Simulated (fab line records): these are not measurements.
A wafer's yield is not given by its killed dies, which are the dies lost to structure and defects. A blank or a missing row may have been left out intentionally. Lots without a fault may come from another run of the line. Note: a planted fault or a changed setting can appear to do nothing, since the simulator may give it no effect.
Matching of chambers | flow n5 finfet | ald metal-02 running N5_BEOL_M7_ALD_77: 4 sister chambers
The step deposits TaN, target thk 2 nm, pulse time 2 s, purge time 3 s. 4 wafers are shown with their chamber, then 8 later ones without.

WAFERS WITH THEIR CHAMBER
wafer  | chamber | heater power w (W)
L087.2 | 2       | 346
L087.5 | 0       | 439
L087.6 | 1       | 404
L089.1 | 3       | 363

WAFERS WITHOUT THEIR CHAMBER
wafer  | heater power w (W)
L089.3 | 422
L089.6 | 349
L093.1 | 397
L093.2 | 352
L093.3 | 379
L093.4 | 450
L093.5 | 358
L093.6 | 379

THE CHAMBER EACH PASSED THROUGH
wafer  | from the rows above          | in truth
L089.3 | can't be placed: 0 or 1      | 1
L089.6 | can't be placed: 2 or 3      | 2
L093.1 | 1                            | 1
L093.2 | can't be placed: 2 or 3      | 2
L093.3 | can't be placed: 3 or 1 or 2 | 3
L093.4 | 0                            | 0
L093.5 | can't be placed: 3 or 2      | 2
L093.6 | can't be placed: 3 or 1 or 2 | 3
Correct placement for 2 of the 8. Can't be placed from these rows: 6 (the true chamber is among the candidates in 6). Number placed wrongly: 0.
How it was worked out, from the rows above alone: a wafer's distance from a chamber is the root of the sum, over the readings, of the square of ((its reading less the chamber's mean) divided by the reading's scatter). The wafer belongs to the nearest chamber; if the next one is less than 2 further off, it can't be placed. The mean given for a chamber averages the wafers shown for that chamber. The scatter: root of mean squared gap, hidden wafer to nearest shown wafer, with one shown wafer a chamber.
